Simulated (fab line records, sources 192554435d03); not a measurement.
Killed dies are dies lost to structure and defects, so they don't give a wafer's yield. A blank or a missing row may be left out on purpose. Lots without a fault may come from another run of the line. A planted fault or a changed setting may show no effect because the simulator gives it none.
fab line records | flow n5_finfet
record lots=6 wafers=18 last_day=17
route steps=1938 shown HKMG_FIN@390 BEOL_M4@1111 PASSIVATION@1936
lots that met no fault: from a run of the same line without faults
start_h: hours from the record's first day to the start of the lot's first wafer shown | wait_h: hours since the lot's step before | " the same as in the row above | L1.1+2: a row that stands for several wafers | - no value, or no start given | * or withheld: withheld | < > ~ a bound
route shown NAME@n: a module of which the file shows steps, and the number in the route of the first | usual: mean/standard deviation of fault-free wafers | same: alike in all rows | chamber/n: place in a boat | sites: the reading at each site | _std_site: their standard deviation | _edge_site: outer sites' mean less inner sites' | radius_mm: how far each site lies from the wafer's centre | mask NAME#n: copy n | behind: the tool/chamber that last shaped the wafer | hold: why the lot was held/for how many hours/how that ended | device: the transistor (n, p or np) that didn't switch | end of line: the same wafers' tests at the end of the route | a step without rows: its recipe alone | killed: dies lost to structure and defects at the first sort, not the wafer's yield | map: a wafer's dies, x killed, . not, _ none there
set.NAME: the setting as run; set.NAME@STEP: as run at that earlier step | model.NAME: the simulator's own value behind a step, which no gauge read
lots at some steps of the route; a table a step, a row a wafer
services: from which hour (start_h, from the record's first day; less than 0 if before it) a tool's chamber was out of use, for how many hours, and why
## steps
# step N5_HKMG_FIN_COAT_41
# recipe resist=SOC temp_c=250 time_s=60 spin_rpm=1500 resist_thk_nm=300
# step N5_HKMG_FIN_COAT_42
# recipe resist=SiARC temp_c=220 time_s=60 spin_rpm=1500 resist_thk_nm=35
# step N5_HKMG_FIN_COAT_43
# recipe resist=CAR-ArF spin_rpm=1500 resist_thk_nm=90
# step N5_HKMG_FIN_EBR_45
# recipe solvent=PGMEA ebr_width_mm=1.5
# step N5_HKMG_FIN_SOFTBAKE_44
# recipe temp_c=110 time_s=60 resist=CAR-ArF
# step N5_HKMG_FIN_EXPOSE_46
# recipe mask_id=NDIPOLE na=1.35 source_shape=conventional sigma_outer=0.8 polarization=unpolarized dose_mj=40
# step N5_HKMG_FIN_PEB_47
# recipe peb_temp_c=withheld peb_time_s=60 resist=CAR-ArF
# step N5_HKMG_FIN_DEVELOP_48
# recipe develop_time_s=30 developer=TMAH resist=CAR-ArF rinse_liquid=diw dry=air_spin dev_temp_c=23
# step N5_HKMG_FIN_CD_MEAS_49
# recipe target_cd_nm=202 landing_energy_ev=500 detector=se_inlens polarity=opening
# usual cd_nm=202.0/0.64
# same landing_energy_ev=500
# columns lot.wafer tool chamber start_h wait_h cd_nm
L191.1 cd_sem-02 0 90.80 - 201.9
L191.2 " 0 " " 202.5
L191.4 " 0 " " 203.0
L195.2 cd_sem-02 0 114.02 - 202.4
L195.4 " 0 " " 202.2
L195.5 " 0 " " 201.9
L197.3 cd_sem-02 0 126.56 - 201.3
L197.4 " 0 " " 201.6
L197.5 " 0 " " 202.6
L205.3 cd_sem-02 0 172.38 - 202.7
L205.5 " 0 " " 202.4
L205.6 " 0 " " 201.5
L208.2 cd_sem-01 0 190.64 - 202.0
L208.3 " 0 " " 202.0
L208.6 " 0 " " 201.3
L210.2 cd_sem-02 0 204.16 - 201.6
L210.5 " 0 " " 202.0
L210.6 " 0 " " 202.5
# step N5_HKMG_FIN_OVL_MEAS_50
# recipe points_per_wafer=44
# usual NDIPOLE_OVL=-0.3/0.74
# columns lot.wafer tool chamber start_h wait_h NDIPOLE_OVL[nm]
L191.1 overlay-01 0 90.84 0.0 -1.3
L191.2 " 0 " " -0.9
L191.4 " 0 " " -1.6
L195.2 overlay-01 0 114.05 0.0 -0.3
L195.4 " 0 " " 0.5
L195.5 " 0 " " 0.2
L197.3 overlay-02 0 126.59 0.0 0.6
L197.4 " 0 " " 0.8
L197.5 " 0 " " 0.5
L205.3 overlay-02 0 172.41 0.0 0.9
L205.5 " 0 " " -0.2
L205.6 " 0 " " -0.9
L208.2 overlay-01 0 190.67 0.0 -0.2
L208.3 " 0 " " 0.7
L208.6 " 0 " " -0.8
L210.2 overlay-01 0 204.19 0.0 -0.2
L210.5 " 0 " " -0.5
L210.6 " 0 " " 0.4
# step N5_HKMG_FIN_INSPECT_61
# recipe mode=adi inspect_instrument=macro
# usual raw_defect_count=2.0/1.5
# columns lot.wafer tool chamber start_h wait_h raw_defect_count
L191.1 defect_inspect-02 - 90.86 0.0 2
L191.2 " - " " 3
L191.4 " - " " 1
L195.2 defect_inspect-02 - 114.08 0.0 1
L195.4 " - " " 3
L195.5 " - " " 2
L197.3 defect_inspect-02 - 126.61 0.0 2
L197.4 " - " " 1
L197.5 " - " " 1
L205.3 defect_inspect-01 - 172.43 0.0 0
L205.5 " - " " 2
L205.6 " - " " 2
L208.2 defect_inspect-02 - 190.69 0.0 3
L208.3 " - " " 2
L208.6 " - " " 3
L210.2 defect_inspect-02 - 204.22 0.0 2
L210.5 " - " " 1
L210.6 " - " " 5
# step N5_HKMG_FIN_DESCUM_53
# recipe chemistry=O2 time_s=7.9 source_power_w=50 bias_power_w=20 pressure_mtorr=20 rf_frequency_hz=2.712e+07 temp_c=40 resist=CAR-ArF o2_flow_sccm=225
# usual drypump_motor_current_A=5.7/0.53 oes_product_au=0.79/0.064 rf_fwd_power_W=49.44/0.18 rf_vpp_V=243.3/1.2 showerhead_plenum_p_Torr=2.10/0.056 throttle_valve_pct=20.49/0.27
# columns lot.wafer tool chamber start_h wait_h drypump_motor_current_A oes_product_au rf_fwd_power_W rf_hours_counter_h rf_vpp_V showerhead_plenum_p_Torr throttle_valve_pct
L191.1 rie_diel-04 2 91.11 0.2 6.1 0.93 49.59 19 243.3 2.04 20.04
L191.2 " 0 " " 6.8 0.73 49.37 173 241.4 2.00 20.76
L191.4 " 1 " " 6.0 0.74 49.37 188 242.6 2.10 20.89
L195.2 rie_diel-01 1 114.11 0.0 5.4 0.86 49.71 49 242.5 2.16 20.39
L195.4 " 2 " " 5.2 0.81 49.42 73 242.1 2.04 20.44
L195.5 " 0 " " 5.3 0.92 49.66 - 244.5 2.13 20.37
L197.3 rie_diel-01 0 126.64 0.0 5.3 0.90 49.56 30 242.5 2.13 20.36
L197.4 " 1 " " 5.5 0.85 49.89 53 244.7 2.15 20.39
L197.5 " 1 " " 5.5 0.85 50.01 - 244.7 2.15 20.37
L205.3 rie_diel-04 3 172.81 0.4 5.3 0.76 49.61 164 241.0 2.01 20.62
L205.5 " 3 " " 5.3 0.76 49.54 - 241.1 2.01 20.63
L205.6 " 2 " " 6.2 0.87 49.66 - 242.9 2.03 20.08
L208.2 rie_diel-01 1 190.73 0.0 5.4 0.82 49.67 75 243.1 2.15 20.41
L208.3 " 2 " " 5.1 0.79 49.42 98 242.9 2.03 20.46
L208.6 " 1 " " 5.5 0.83 49.50 - 244.4 2.15 20.43
L210.2 rie_diel-04 1 204.25 0.0 6.0 0.71 49.38 225 240.9 2.08 20.94
L210.5 " 2 " " 6.1 0.87 49.69 - 243.8 2.03 20.09
L210.6 " 3 " " 5.3 0.74 49.58 - 240.8 2.01 20.64
# step N5_HKMG_FIN_ETCH_54
# recipe chemistry=CF4 target=SiARC target_depth_a=455 mask_material=CAR-ArF time_s=75.8 ion_energy_ev=80 pressure_mtorr=40 source_w=545 bias_w=36 Ar_flow_sccm=100 cf4_flow_sccm=100 ends=cleared
# usual cf4_flow_sccm=100.0/0.3 drypump_motor_current_A=5.7/0.53 etch_rf_on_time_s=75.4/1.5 oes_product_au=0.67/0.055 rf_fwd_power_W=539.9/1.8 rf_vpp_V=184.0/1.1 showerhead_plenum_p_Torr=2.14/0.052 throttle_valve_pct=15.65/0.28
# columns lot.wafer tool chamber start_h wait_h cf4_flow_sccm drypump_motor_current_A etch_rf_on_time_s oes_product_au rf_fwd_power_W rf_hours_counter_h rf_vpp_V showerhead_plenum_p_Torr throttle_valve_pct
L191.1 rie_diel-04 2 91.14 0.0 99.8 6.1 72.4 0.81 540.0 19 183.1 2.09 15.24
L191.2 " 0 " " 100.5 6.8 77.4 0.62 539.1 173 183.5 2.04 15.94
L191.4 " 1 " " 100.0 6.0 76.6 0.63 535.7 188 184.2 2.13 15.97
L195.2 rie_diel-01 1 114.15 0.0 130.3 5.4 72.7 0.73 542.5 49 184.2 2.39 16.61
L195.4 " 2 " " 129.2 5.1 74.8 0.70 537.6 73 183.1 2.28 16.72
L195.5 " 0 " " 130.3 5.3 73.4 0.78 539.2 - 183.7 2.38 16.70
L197.3 rie_diel-01 0 126.68 0.0 129.3 5.3 72.8 0.78 541.2 30 184.1 2.38 16.72
L197.4 " 1 " " 129.7 5.5 73.1 0.73 541.1 53 183.3 2.39 16.63
L197.5 " 1 " " 130.4 5.4 72.6 0.74 540.0 - 185.2 2.39 16.64
L205.3 rie_diel-04 3 172.85 0.0 100.1 5.3 75.5 0.65 541.1 164 182.2 2.06 15.81
L205.5 " 3 " " 100.4 5.3 76.1 0.64 541.6 - 182.8 2.06 15.78
L205.6 " 2 " " 99.9 6.1 72.4 0.76 538.5 - 184.3 2.09 15.32
L208.2 rie_diel-01 1 190.76 0.0 100.2 5.5 75.1 0.70 539.9 75 183.8 2.17 15.50
L208.3 " 2 " " 100.3 5.1 75.7 0.67 540.6 98 182.6 2.07 15.59
L208.6 " 1 " " 100.1 5.4 75.6 0.69 540.8 - 183.2 2.17 15.50
L210.2 rie_diel-04 1 204.29 0.0 100.0 6.1 76.6 0.60 542.0 225 183.6 2.12 16.04
L210.5 " 2 " " 100.5 6.1 72.7 0.75 542.0 - 183.1 2.08 15.32
L210.6 " 3 " " 100.1 5.3 76.1 0.63 541.0 - 183.0 2.06 15.82
# step N5_HKMG_FIN_ETCH_55
# recipe chemistry=N2/H2 target=SOC target_depth_a=2400 temp_c=40 time_s=300 ion_energy_ev=200 mask_material=SiARC pressure_mtorr=30 source_w=840 bias_w=150 n2_flow_sccm=200 h2_flow_sccm=200
# usual drypump_motor_current_A=5.7/0.53 oes_product_au=0.79/0.064 rf_fwd_power_W=838.2/2.3 rf_vpp_V=524.0/1.9 showerhead_plenum_p_Torr=2.55/0.065 throttle_valve_pct=17.9/0.31
# columns lot.wafer tool chamber start_h wait_h drypump_motor_current_A oes_product_au rf_fwd_power_W rf_hours_counter_h rf_vpp_V showerhead_plenum_p_Torr throttle_valve_pct
L191.1 rie_diel-04 2 91.20 0.0 6.1 0.94 837.5 19 523.2 2.49 17.5
L191.2 " 0 " " 6.8 0.74 837.2 173 520.8 2.41 18.0
L191.4 " 1 " " 6.0 0.74 835.4 188 522.8 2.53 18.3
L195.2 rie_diel-01 1 114.20 0.0 5.5 0.85 838.4 49 524.9 2.59 17.6
L195.4 " 2 " " 5.2 0.82 841.6 73 521.7 2.47 17.7
L195.5 " 0 " " 5.3 0.90 839.8 - 525.3 2.57 17.5
L197.3 rie_diel-01 0 126.73 0.0 5.3 0.89 840.4 30 526.5 2.57 17.5
L197.4 " 1 " " 5.5 0.84 833.5 53 526.0 2.59 17.6
L197.5 " 1 " " 5.5 0.83 836.1 - 524.0 2.59 17.6
L205.3 rie_diel-04 3 172.90 0.0 5.3 0.76 839.6 164 520.8 2.44 18.1
L205.5 " 3 " " 5.3 0.75 843.4 - 521.5 2.44 18.1
L205.6 " 2 " " 6.2 0.88 838.5 - 522.1 2.48 17.5
L208.2 rie_diel-01 1 190.82 0.0 5.5 0.79 834.3 75 526.1 2.58 17.7
L208.3 " 2 " " 5.1 0.78 837.4 98 522.4 2.46 17.8
L208.6 " 1 " " 5.5 0.80 832.7 - 524.1 2.58 17.6
L210.2 rie_diel-04 1 204.34 0.0 6.0 0.70 837.0 225 524.7 2.52 18.3
L210.5 " 2 " " 6.1 0.86 838.8 - 522.8 2.47 17.5
L210.6 " 3 " " 5.3 0.75 838.8 - 520.6 2.44 18.1
# step N5_BEOL_M4_RC_MEAS_101
# usual DIBL_N=36.4/1.7 DIBL_P=36.4/2.1 IOFF_N=0.16/0.035 IOFF_P=0.21/0.035 ION_N=680/11 ION_P=465/6.8 SS_N=71.5/0.58 SS_P=73.2/0.72 VT_N=249/3.6 VT_P=-250/3.1
# columns lot.wafer tool chamber start_h wait_h DIBL_N[mV/V] DIBL_P[mV/V] IOFF_N[nA/um] IOFF_P[nA/um] ION_N[uA/um] ION_P[uA/um] SS_N[mV/dec] SS_P[mV/dec] VT_N[mV] VT_P[mV]
L191.1 prober-01 0 191.17 0.0 33.8 33.2 0.13 0.16 675 458 71.6 72.6 252 -253
L191.2 " 0 " " 35.7 36.7 0.18 0.22 687 463 71.3 73.2 251 -249
L191.4 " 0 " " 39.0 38.9 0.27 0.27 704 467 73.1 73.9 243 -246
L195.2 prober-02 0 216.38 0.2 36.6 37.4 0.18 0.22 685 466 71.8 73.5 246 -249
L195.4 " 0 " " 33.7 35.1 0.14 0.20 684 476 71.4 72.9 249 -252
L195.5 " 0 " " 34.7 36.9 0.16 0.21 681 470 71.4 73.9 247 -250
L197.3 prober-02 0 218.54 0.3 38.2 38.6 0.18 0.22 677 457 72.4 73.4 249 -249
L197.4 " 0 " " 38.6 40.2 0.20 0.25 690 474 72.3 74.0 245 -248
L197.5 " 0 " " 37.3 37.8 0.16 0.21 680 465 71.6 73.6 254 -251
L205.3 prober-02 0 273.73 0.3 36.0 37.0 0.15 0.21 673 468 71.5 72.6 249 -248
L205.5 " 0 " " 36.6 38.2 0.16 0.22 677 466 71.3 73.0 250 -249
L205.6 " 0 " " 34.9 35.5 0.12 0.18 669 461 71.4 72.3 255 -250
L208.2 prober-01 0 302.55 0.2 37.1 37.9 0.21 0.21 674 452 72.1 74.1 248 -253
L208.3 " 0 " " 39.2 40.1 0.27 0.26 705 470 73.0 74.4 239 -249
L208.6 " 0 " " 37.0 37.6 0.20 0.21 678 457 72.6 73.2 247 -251
L210.2 prober-01 0 306.27 0.7 37.3 36.7 0.16 0.23 682 467 71.7 72.8 249 -247
L210.5 " 0 " " 35.5 34.1 0.14 0.19 683 469 71.3 73.1 252 -251
L210.6 " 0 " " 37.7 37.6 0.17 0.25 686 471 71.9 73.9 249 -247
# step N5_PASSIVATION_PROBE_49
# usual defect_limited_yield=91.3/1.4 killed_at_M0_to_M3=36/11 killed_at_M4_up=13/5.2 killed_at_contacts=13/6.5 killed_at_front_end=37/11 killed_at_other=3.6/2.9 killed_dies=103/17 killed_open=68/12 killed_short=33/7.3 sort_bin_5_function=5.2/0.91 sort_bin_6_memory=3.2/0.67 sort_n_pass=1077/17 sort_yield_pct=91.3/1.4
# same gross_dies=1180 killed_at_back_side=0 sort_bin_4_leakage[%]=0 sort_bin_8_speed[%]=0
# columns lot.wafer tool chamber start_h wait_h defect_limited_yield[%] killed_at_M0_to_M3 killed_at_M4_up killed_at_contacts killed_at_front_end killed_at_other killed_dies killed_open killed_short sort_bin_5_function[%] sort_bin_6_memory[%] sort_n_pass sort_yield_pct[%]
L195.2 prober-01 - 323.37 0.1 91.7 42 11 1 42 2 98 59 39 5.5 2.6 1082 91.7
L195.4 prober-01 - 323.47 0.2 91.0 25 19 16 45 1 106 76 29 5.3 3.5 1074 91.0
L195.5 prober-01 - 323.52 0.2 91.8 32 7 16 35 7 97 72 24 4.7 3.3 1083 91.8
L197.3 prober-01 - 333.03 0.1 90.4 40 14 6 50 3 113 68 42 5.8 3.5 1067 90.4
L197.4 prober-01 - 333.08 0.2 90.4 40 20 12 36 5 113 79 32 5.4 3.7 1067 90.4
L197.5 prober-01 - 333.13 0.2 91.0 36 14 10 36 10 106 72 34 5.2 3.6 1074 91.0
# killed by level:class
L195.2 FIN_SAQP:geometric_particle:open=11 DUMMY_GATE:geometric_particle:open=8 BEOL_M0_SAQP:geometric_particle:short=8 BEOL_M1:geometric_particle:open=7 FIN_SAQP:geometric_particle:short=6 BEOL_M2:geometric_particle:open=6 BEOL_M3:geometric_particle:open=6 GATE_CUT:geometric_particle:short=5
L195.4 FIN_SAQP:geometric_particle:open=20 MOL_CONTACT_COAG:geometric_particle:open=12 BEOL_M3:geometric_particle:open=10 FIN_CUT:geometric_particle:open=5 BEOL_M2:geometric_particle:open=5 BEOL_M4:geometric_particle:open=5 STARTING-WAFER:geometric_particle:short=5 MOL_CONTACT_COAG:geometric_particle:short=4
L195.5 MOL_CONTACT_COAG:geometric_particle:open=14 BEOL_M2:geometric_particle:open=9 BEOL_M3:geometric_particle:open=9 BEOL_M0_SAQP:geometric_particle:short=7 STI_FIN_REVEAL:geometric_particle:open=6 DUMMY_GATE:geometric_particle:open=5 STARTING-WAFER:geometric_particle:open=4 FIN_SAQP:geometric_particle:open=3
L197.3 BEOL_M2:geometric_particle:open=10 STI_FIN_REVEAL:geometric_particle:open=8 ILD0:geometric_particle:open=8 BEOL_M0_SAQP:geometric_particle:open=7 ILD0:geometric_particle:short=7 BEOL_M0_SAQP:geometric_particle:short=7 STI_FIN_REVEAL:geometric_particle:short=6 BEOL_M1:geometric_particle:open=6
L197.4 FIN_SAQP:geometric_particle:open=15 BEOL_M0_SAQP:geometric_particle:short=12 BEOL_M0_SAQP:geometric_particle:open=11 MOL_CONTACT_COAG:geometric_particle:open=10 BEOL_M2:geometric_particle:open=10 BEOL_M5:geometric_particle:open=8 FIN_SAQP:geometric_particle:short=5 STI_FIN_REVEAL:geometric_particle:open=5
L197.5 FIN_SAQP:geometric_particle:open=10 MOL_CONTACT_COAG:geometric_particle:open=9 BEOL_M3:geometric_particle:open=9 FIN_SAQP:geometric_particle:short=8 BEOL_M0_SAQP:geometric_particle:open=8 GATE_CUT:geometric_particle:short=7 BEOL_M0_SAQP:geometric_particle:short=6 BEOL_M4:geometric_particle:open=6
## services
# columns tool chamber start_h hours kind
rie_diel-04 0 143.65 8.5 repair
## key
first_sign step=N5_HKMG_FIN_ETCH_54 reading=cf4_flow_sccm direction=up sigmas=99 usual=100.0 struck=129.9
effect step=N5_HKMG_FIN_ETCH_54 reading=showerhead_plenum_p_Torr direction=up sigmas=4.3 usual=2.14 struck=2.37
met_at N5_HKMG_FIN_ETCH_54
struck_wafers L195.2,L195.4,L195.5,L197.3,L197.4,L197.5
fault kind=process_parameter_drift tool=rie_diel-01 chamber=- onset_h=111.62 steps=N5_HKMG_FIN_ETCH_54 channel=cf4_flow_sccm offset=30 shape=step end_h=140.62 acts_in=these_recipes_only stated=100
